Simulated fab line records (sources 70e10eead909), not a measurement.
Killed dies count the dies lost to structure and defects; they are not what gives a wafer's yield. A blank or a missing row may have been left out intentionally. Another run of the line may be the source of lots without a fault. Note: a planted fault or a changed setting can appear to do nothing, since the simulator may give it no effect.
Check of tool commonality ; flow nand harc ; Sampled: 8 lots, 20 wafers

== WHAT PROMPTED THE OPENING ==
Flagged at NHARC_END_SORT_01: reading killed at periphery, on 2 of 8 lots. No-fault wafers: 3.8, standard deviation 2.7.
Rule: flag the lot when none of its wafers has a number, or when each of its wafers that has one lies beyond 4 standard deviations from that mean. As for the other lots, they are considered sound.

lot;measured;on;killed at periphery, wafer by wafer;flag
L176;day 24 15:22;prober-01;2 3 2;
L181;day 25 22:43;prober-02;5 4 6;
L188;day 29 19:22;prober-02;6 6 2;
L190;day 30 10:13;prober-01;65;FLAGGED
L191;day 30 11:55;prober-02;69;FLAGGED
L192;day 31 11:29;prober-01;8 5 5;
L194;day 31 18:07;prober-02;2 2 0;
L198;day 33 07:49;prober-02;3 5 6;
The numbers of the flagged lots are 67.0 on average: +63.2 against the usual, or +23 standard deviations.

== TOOL THAT RAN EACH LOT ==
Before the reading, the record contains 4 process steps out of a 1302-step route. Every cell lists first the tool, next ch and the chambers used by the sampled wafers, and last the start.
lot;flag;NHARC_P_M0_ETCH_15;NHARC_P_M1_DESCUM_14;NHARC_P_M1_ETCH_28;NHARC_P_M1_PRE_CLEAN_30
L176;;rie diel-01 ch 0,2,3, day 5 21:58;rie diel-13 ch 1,2, day 6 01:47;rie diel-06 ch 0,1,2, day 24 15:22 or earlier;pvd sputter-03, day 24 15:22 or earlier
L181;;rie diel-01 ch 0,3, day 8 02:34;rie diel-13 ch 2,3, day 8 06:55;rie diel-13 ch 0,2,3, day 8 08:07 or earlier;pvd sputter-02, day 8 08:07
L188;;rie diel-05 ch 0,1,3, day 11 09:23;rie diel-10 ch 0,3, day 11 13:34;rie diel-13 ch 2,3, day 29 19:22 or earlier;pvd sputter-01, day 29 19:22 or earlier
L190;FLAGGED;rie diel-01 ch 2, day 12 03:29;rie diel-13 ch 1, day 12 10:45;rie diel-10 ch 0, day 30 10:13 or earlier;pvd sputter-03, day 30 10:13 or earlier
L191;FLAGGED;rie diel-01 ch 2, day 12 02:31;rie diel-13 ch 3, day 12 08:18;rie diel-10 ch 2, day 30 11:55 or earlier;pvd sputter-01, day 30 11:55 or earlier
L192;;rie diel-12 ch 0,2,3, day 12 19:13;rie diel-13 ch 0,1,3, day 12 22:58;rie diel-10 ch 1,2,3, day 31 11:29 or earlier;pvd sputter-03, day 31 11:29 or earlier
L194;;rie diel-12 ch 1,3, day 13 14:46;rie diel-10 ch 0,1, day 13 18:40;rie diel-13 ch 0,1,3, day 31 18:07 or earlier;pvd sputter-02, day 31 18:07 or earlier
L198;;rie diel-12 ch 0,2,3, day 15 05:14;rie diel-10 ch 2,3, day 15 09:09;rie diel-10 ch 0,2,3, day 33 07:49 or earlier;pvd sputter-02, day 33 07:49 or earlier
These steps, and what they do:
- NHARC_P_M0_ETCH_15: etches the open film in C4F8/Ar, target depth 150 nm, overetch 15 nm, time 82.5 s.
- NHARC_P_M1_DESCUM_14: chemistry O2, time 3 s.
- NHARC_P_M1_ETCH_28: etches the open film in CF4/N2, target depth 30 nm, time 72.99 s.
- NHARC_P_M1_PRE_CLEAN_30: time 30 s.
- NHARC_END_SORT_01

== FLAGGED OVER TOTAL, TOOL BY TOOL (the gauges that took the reading come last) ==
step;tool;lots run;flagged;share of the flagged lots;sound lots run after its first flagged lot
NHARC_P_M0_ETCH_15;rie diel-01;4;2;all;0
NHARC_P_M0_ETCH_15;rie diel-05;1;0;none;-
NHARC_P_M0_ETCH_15;rie diel-12;3;0;none;-
NHARC_P_M1_DESCUM_14;rie diel-10;3;0;none;-
NHARC_P_M1_DESCUM_14;rie diel-13;5;2;all;1 (L192)
NHARC_P_M1_ETCH_28;rie diel-06;1;0;none;-
NHARC_P_M1_ETCH_28;rie diel-10;4;2;all;2 (L192,L198)
NHARC_P_M1_ETCH_28;rie diel-13;3;0;none;-
NHARC_P_M1_PRE_CLEAN_30;pvd sputter-01;2;1;some;0
NHARC_P_M1_PRE_CLEAN_30;pvd sputter-02;3;0;none;-
NHARC_P_M1_PRE_CLEAN_30;pvd sputter-03;3;1;some;1 (L192)
NHARC_END_SORT_01;prober-01;3;1;some;1 (L192)
NHARC_END_SORT_01;prober-02;5;1;some;2 (L194,L198)
With no start given for some of its lots, NHARC_P_M1_ETCH_28 uses the hours and lot order of NHARC_END_SORT_01. With no start given for some of its lots, NHARC_P_M1_PRE_CLEAN_30 uses the hours and lot order of NHARC_END_SORT_01.

== WHAT THE TABLE ALLOWS ==
In the table, 3 rows ran each flagged lot (rie diel-01 at NHARC_P_M0_ETCH_15; rie diel-13 at NHARC_P_M1_DESCUM_14; rie diel-10 at NHARC_P_M1_ETCH_28).
- rie diel-01 at NHARC_P_M0_ETCH_15: 2 of its 4 lots flagged. Last sound lot L181 at day 8 02:34, first flagged lot L191 at day 12 02:31; a fault beginning in between fits.
- rie diel-13 at NHARC_P_M1_DESCUM_14: 2 of its 5 lots flagged. After the first flagged lot (L192), sound lots still ran on it; a lasting fault on the whole tool would not permit that.
- rie diel-10 at NHARC_P_M1_ETCH_28: 2 of its 4 lots flagged. After the first flagged lot (L192, L198), sound lots still ran on it; a lasting fault on the whole tool would not permit that.
Left over: one tool, rie diel-01 at NHARC_P_M0_ETCH_15.

== WHAT THE SIMULATOR HAD INSERTED ==
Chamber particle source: rie diel-01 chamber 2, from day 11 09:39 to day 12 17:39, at NHARC_P_M0_ETCH_15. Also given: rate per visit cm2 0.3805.
Struck lots among those shown: L190, L191. The rule above reached the same finding.
